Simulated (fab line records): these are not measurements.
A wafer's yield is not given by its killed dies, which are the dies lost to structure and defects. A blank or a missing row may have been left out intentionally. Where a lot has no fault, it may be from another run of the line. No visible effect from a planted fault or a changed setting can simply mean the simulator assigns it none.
Which tool was responsible? :: flow nand_harc :: Sampling: 14 lots, 42 wafers, 5 of 1302 route steps

WHAT THE GAUGES READ, wafer by wafer
NHARC_END_SORT_01. Usual: killed_at_array 57, standard deviation 19; killed_at_other 0.9, standard deviation 1.1; killed_at_periphery 4.0, standard deviation 2.6; killed_dies 62, standard deviation 19; killed_open 3.3, standard deviation 1.8; killed_short 2.4, standard deviation 1.7.
lot: L558
measured: day 31 03:48
on: prober-01
killed_at_array: 51 39 45
killed_at_other: 1 2 4
killed_at_periphery: 39 96 39
killed_dies: 91 137 88
killed_open: 2 4 3
killed_short: 2 1 2
flag: OFF

lot: L559
measured: day 30 23:26
on: prober-02
killed_at_array: 35 51 74
killed_at_other: 0 0 0
killed_at_periphery: 68 95 35
killed_dies: 103 146 109
killed_open: 4 0 1
killed_short: 1 3 3
flag: OFF

WHAT TOOL EACH LOT RAN ON (gives the tool, then ch and the chambers of the sampled wafers, and finally the start)
lot: L542
NHARC_P_CONTACT_PRE_CLEAN_39: pvd_sputter-02, day 6 01:51
NHARC_THIN_TSV_PVD_51: pvd_sputter-01, day 23 21:21 or earlier
NHARC_THIN_TSV_DEGAS_53: pvd_sputter-02, day 23 21:21
NHARC_THIN_TSV_DESCUM_35: rie_diel-05 ch 0,3, day 23 22:38

lot: L543
NHARC_P_CONTACT_PRE_CLEAN_39: pvd_sputter-01, day 6 02:02
NHARC_THIN_TSV_PVD_51: pvd_sputter-03, day 24 19:47 or earlier
NHARC_THIN_TSV_DEGAS_53: pvd_sputter-01, day 24 19:47
NHARC_THIN_TSV_DESCUM_35: rie_diel-03 ch 2,3, day 24 21:06

lot: L544
NHARC_P_CONTACT_PRE_CLEAN_39: pvd_sputter-03, day 6 14:14
NHARC_THIN_TSV_PVD_51: pvd_sputter-02, day 24 15:04 or earlier
NHARC_THIN_TSV_DEGAS_53: pvd_sputter-02, day 24 15:04
NHARC_THIN_TSV_DESCUM_35: rie_diel-05 ch 0,1,2, day 24 16:14

lot: L545
NHARC_P_CONTACT_PRE_CLEAN_39: pvd_sputter-02, day 7 03:22
NHARC_THIN_TSV_PVD_51: pvd_sputter-03, day 24 16:27 or earlier
NHARC_THIN_TSV_DEGAS_53: pvd_sputter-03, day 24 16:27
NHARC_THIN_TSV_DESCUM_35: rie_diel-03 ch 1,3, day 24 17:46

lot: L547
NHARC_P_CONTACT_PRE_CLEAN_39: pvd_sputter-03, day 7 22:38
NHARC_THIN_TSV_PVD_51: pvd_sputter-01, day 25 14:07 or earlier
NHARC_THIN_TSV_DEGAS_53: pvd_sputter-02, day 25 14:07
NHARC_THIN_TSV_DESCUM_35: rie_diel-03 ch 1,2,3, day 25 15:25

lot: L548
NHARC_P_CONTACT_PRE_CLEAN_39: pvd_sputter-01, day 8 12:08
NHARC_THIN_TSV_PVD_51: pvd_sputter-01, day 26 08:56 or earlier
NHARC_THIN_TSV_DEGAS_53: pvd_sputter-03, day 26 08:56
NHARC_THIN_TSV_DESCUM_35: rie_diel-10 ch 0,1, day 26 10:15

lot: L549
NHARC_P_CONTACT_PRE_CLEAN_39: pvd_sputter-03, day 8 17:45
NHARC_THIN_TSV_PVD_51: pvd_sputter-01, day 26 07:45 or earlier
NHARC_THIN_TSV_DEGAS_53: pvd_sputter-02, day 26 07:45
NHARC_THIN_TSV_DESCUM_35: rie_diel-10 ch 0,1,2, day 26 09:04

lot: L550
NHARC_P_CONTACT_PRE_CLEAN_39: pvd_sputter-03, day 9 09:59
NHARC_THIN_TSV_PVD_51: pvd_sputter-01, day 27 02:02 or earlier
NHARC_THIN_TSV_DEGAS_53: pvd_sputter-01, day 27 02:02
NHARC_THIN_TSV_DESCUM_35: rie_diel-10 ch 0,1, day 27 03:19

lot: L551
NHARC_P_CONTACT_PRE_CLEAN_39: pvd_sputter-01, day 9 15:22
NHARC_THIN_TSV_PVD_51: pvd_sputter-01, day 27 00:51 or earlier
NHARC_THIN_TSV_DEGAS_53: pvd_sputter-02, day 27 00:51
NHARC_THIN_TSV_DESCUM_35: rie_diel-05 ch 0,1,3, day 27 02:09

lot: L552
NHARC_P_CONTACT_PRE_CLEAN_39: pvd_sputter-02, day 10 08:05
NHARC_THIN_TSV_PVD_51: pvd_sputter-01, day 28 00:32 or earlier
NHARC_THIN_TSV_DEGAS_53: pvd_sputter-01, day 28 00:32
NHARC_THIN_TSV_DESCUM_35: rie_diel-05 ch 0,1, day 28 01:50

lot: L554
NHARC_P_CONTACT_PRE_CLEAN_39: pvd_sputter-02, day 10 21:23
NHARC_THIN_TSV_PVD_51: pvd_sputter-03, day 29 02:28 or earlier
NHARC_THIN_TSV_DEGAS_53: pvd_sputter-03, day 29 02:28
NHARC_THIN_TSV_DESCUM_35: rie_diel-10 ch 1,2,3, day 29 03:46

lot: L558
NHARC_P_CONTACT_PRE_CLEAN_39: pvd_sputter-03, day 12 20:17
NHARC_THIN_TSV_PVD_51: pvd_sputter-01, day 30 14:02 or earlier
NHARC_THIN_TSV_DEGAS_53: pvd_sputter-01, day 30 14:02
NHARC_THIN_TSV_DESCUM_35: rie_diel-10 ch 0,1, day 30 15:20

lot: L559
NHARC_P_CONTACT_PRE_CLEAN_39: pvd_sputter-03, day 13 05:41
NHARC_THIN_TSV_PVD_51: pvd_sputter-03, day 30 09:31 or earlier
NHARC_THIN_TSV_DEGAS_53: pvd_sputter-01, day 30 09:31
NHARC_THIN_TSV_DESCUM_35: rie_diel-10 ch 0,1,2, day 30 10:50

lot: L563
NHARC_P_CONTACT_PRE_CLEAN_39: pvd_sputter-02, day 14 15:25
NHARC_THIN_TSV_PVD_51: pvd_sputter-01, day 32 16:41 or earlier
NHARC_THIN_TSV_DEGAS_53: pvd_sputter-03, day 32 16:41
NHARC_THIN_TSV_DESCUM_35: rie_diel-10 ch 0,1,3, day 32 17:53
- NHARC_P_CONTACT_PRE_CLEAN_39: time 19.5 s.
- NHARC_THIN_TSV_PVD_51: deposits Cu, target thk 100 nm.
- NHARC_THIN_TSV_DEGAS_53: time 60 s.
- NHARC_THIN_TSV_DESCUM_35: chemistry O2, time 3 s.

WHAT THE TOOLS THEMSELVES READ (means of the sampled wafers that have a number; where no wafer has one, the mark that the record gives instead)
NHARC_THIN_TSV_PVD_51. Usual: 30.4 % for throttle_valve_pct, sd 0.77.
lot: L542
tool: pvd_sputter-01
throttle_valve_pct (%): 31.1
flag: 

lot: L543
tool: pvd_sputter-03
throttle_valve_pct (%): 30.1
flag: 

lot: L544
tool: pvd_sputter-02
throttle_valve_pct (%): 31.0
flag: 

lot: L545
tool: pvd_sputter-03
throttle_valve_pct (%): 30.1
flag: 

lot: L547
tool: pvd_sputter-01
throttle_valve_pct (%): 30.7
flag: 

lot: L548
tool: pvd_sputter-01
throttle_valve_pct (%): 30.5
flag: 

lot: L549
tool: pvd_sputter-01
throttle_valve_pct (%): 30.4
flag: 

lot: L550
tool: pvd_sputter-01
throttle_valve_pct (%): 30.4
flag: 

lot: L551
tool: pvd_sputter-01
throttle_valve_pct (%): 30.2
flag: 

lot: L552
tool: pvd_sputter-01
throttle_valve_pct (%): 31.3
flag: 

lot: L554
tool: pvd_sputter-03
throttle_valve_pct (%): 30.6
flag: 

lot: L558
tool: pvd_sputter-01
throttle_valve_pct (%): 30.4
flag: 

lot: L559
tool: pvd_sputter-03
throttle_valve_pct (%): 29.5
flag: 

lot: L563
tool: pvd_sputter-01
throttle_valve_pct (%): 30.1
flag: 

NHARC_THIN_TSV_DEGAS_53. Usual: 448 W for heater_power_w, sd 57.
lot: L542
tool: pvd_sputter-02
heater_power_w (W): 417
flag: 

lot: L543
tool: pvd_sputter-01
heater_power_w (W): 387
flag: 

lot: L544
tool: pvd_sputter-02
heater_power_w (W): 399
flag: 

lot: L545
tool: pvd_sputter-03
heater_power_w (W): 448
flag: 

lot: L547
tool: pvd_sputter-02
heater_power_w (W): 420
flag: 

lot: L548
tool: pvd_sputter-03
heater_power_w (W): 461
flag: 

lot: L549
tool: pvd_sputter-02
heater_power_w (W): 440
flag: 

lot: L550
tool: pvd_sputter-01
heater_power_w (W): 417
flag: 

lot: L551
tool: pvd_sputter-02
heater_power_w (W): 414
flag: 

lot: L552
tool: pvd_sputter-01
heater_power_w (W): 412
flag: 

lot: L554
tool: pvd_sputter-03
heater_power_w (W): 458
flag: 

lot: L558
tool: pvd_sputter-01
heater_power_w (W): 398
flag: 

lot: L559
tool: pvd_sputter-01
heater_power_w (W): 438
flag: 

lot: L563
tool: pvd_sputter-03
heater_power_w (W): 449
flag: 

NHARC_THIN_TSV_DESCUM_35. Usual: drypump_motor_current_A 5.52 A, standard deviation 0.28; oes_product_au 1.007 a.u., standard deviation 0.0091; rf_vpp_V 57.6 V, standard deviation 0.79; showerhead_plenum_p_Torr 1.88 Torr, standard deviation 0.075; throttle_valve_pct 11.312 %, standard deviation 0.0091.
lot: L542
tool: rie_diel-05
drypump_motor_current_A (A): 5.47
oes_product_au (a.u.): 1.006
rf_vpp_V (V): 57.7
showerhead_plenum_p_Torr (Torr): 1.86
throttle_valve_pct (%): 11.303
flag: 

lot: L543
tool: rie_diel-03
drypump_motor_current_A (A): 5.53
oes_product_au (a.u.): 1.012
rf_vpp_V (V): 57.8
showerhead_plenum_p_Torr (Torr): 1.88
throttle_valve_pct (%): 11.309
flag: 

lot: L544
tool: rie_diel-05
drypump_motor_current_A (A): 5.77
oes_product_au (a.u.): 1.010
rf_vpp_V (V): 57.5
showerhead_plenum_p_Torr (Torr): 1.84
throttle_valve_pct (%): 11.314
flag: 

lot: L545
tool: rie_diel-03
drypump_motor_current_A (A): 5.66
oes_product_au (a.u.): 1.012
rf_vpp_V (V): 57.0
showerhead_plenum_p_Torr (Torr): 1.91
throttle_valve_pct (%): 11.309
flag: 

lot: L547
tool: rie_diel-03
drypump_motor_current_A (A): 5.45
oes_product_au (a.u.): 1.008
rf_vpp_V (V): 56.8
showerhead_plenum_p_Torr (Torr): 1.87
throttle_valve_pct (%): 11.321
flag: 

lot: L548
tool: rie_diel-10
drypump_motor_current_A (A): 5.41
oes_product_au (a.u.): 1.003
rf_vpp_V (V): 57.4
showerhead_plenum_p_Torr (Torr): 1.98
throttle_valve_pct (%): 11.312
flag: 

lot: L549
tool: rie_diel-10
drypump_motor_current_A (A): 5.40
oes_product_au (a.u.): 1.008
rf_vpp_V (V): 57.8
showerhead_plenum_p_Torr (Torr): 1.92
throttle_valve_pct (%): 11.312
flag: 

lot: L550
tool: rie_diel-10
drypump_motor_current_A (A): 5.42
oes_product_au (a.u.): 0.999
rf_vpp_V (V): 58.7
showerhead_plenum_p_Torr (Torr): 1.98
throttle_valve_pct (%): 11.314
flag: 

lot: L551
tool: rie_diel-05
drypump_motor_current_A (A): 5.64
oes_product_au (a.u.): 1.010
rf_vpp_V (V): 57.7
showerhead_plenum_p_Torr (Torr): 1.86
throttle_valve_pct (%): 11.304
flag: 

lot: L552
tool: rie_diel-05
drypump_motor_current_A (A): 5.67
oes_product_au (a.u.): 1.006
rf_vpp_V (V): 58.0
showerhead_plenum_p_Torr (Torr): 1.86
throttle_valve_pct (%): 11.313
flag: 

lot: L554
tool: rie_diel-10
drypump_motor_current_A (A): 5.59
oes_product_au (a.u.): 1.009
rf_vpp_V (V): 57.4
showerhead_plenum_p_Torr (Torr): 1.95
throttle_valve_pct (%): 11.316
flag: 

lot: L558
tool: rie_diel-10
drypump_motor_current_A (A): 5.43
oes_product_au (a.u.): 1.018
rf_vpp_V (V): 58.2
showerhead_plenum_p_Torr (Torr): 1.98
throttle_valve_pct (%): 11.309
flag: 

lot: L559
tool: rie_diel-10
drypump_motor_current_A (A): 5.40
oes_product_au (a.u.): 1.009
rf_vpp_V (V): 57.8
showerhead_plenum_p_Torr (Torr): 1.92
throttle_valve_pct (%): 11.315
flag: 

lot: L563
tool: rie_diel-10
drypump_motor_current_A (A): 5.45
oes_product_au (a.u.): 1.004
rf_vpp_V (V): 58.6
showerhead_plenum_p_Torr (Torr): 1.93
throttle_valve_pct (%): 11.318
flag: 

THE ANSWER, worked out from the rows above alone
Rule: take the mean of a lot's wafers that have a number; if it is more than 3 standard deviations from the usual mean, the lot is off. A lot without any number at a reading at which 4 lots or more have one is off too. Any other lot the step has rows for is counted as sound. Order of review: gauges by route order, followed by the tools' own readings, for which a lot's mean as printed above is used. At the first step where some lot is off, the reading lying furthest off is the one used; lots without a number count as furthest.
Off: L558, L559, at NHARC_END_SORT_01 (killed_at_periphery). Neither off nor sound, because the step has no rows for them: L542, L543, L544, L545, L547, L548, L549, L550, L551, L552, L554, L563.
If a tool, at a process step before that reading, ran all the lots that are off and no sound lot after the first of them, it fits. The gauges at NHARC_END_SORT_01 are tried like those tools. With no start given for some of its lots, NHARC_THIN_TSV_PVD_51 uses the hours and lot order of NHARC_THIN_TSV_DEGAS_53. Can't be told from this: 3 tools fit, pvd_sputter-03 at NHARC_P_CONTACT_PRE_CLEAN_39, pvd_sputter-01 at NHARC_THIN_TSV_DEGAS_53, rie_diel-10 at NHARC_THIN_TSV_DESCUM_35.

WHAT THE SIMULATOR PUT IN
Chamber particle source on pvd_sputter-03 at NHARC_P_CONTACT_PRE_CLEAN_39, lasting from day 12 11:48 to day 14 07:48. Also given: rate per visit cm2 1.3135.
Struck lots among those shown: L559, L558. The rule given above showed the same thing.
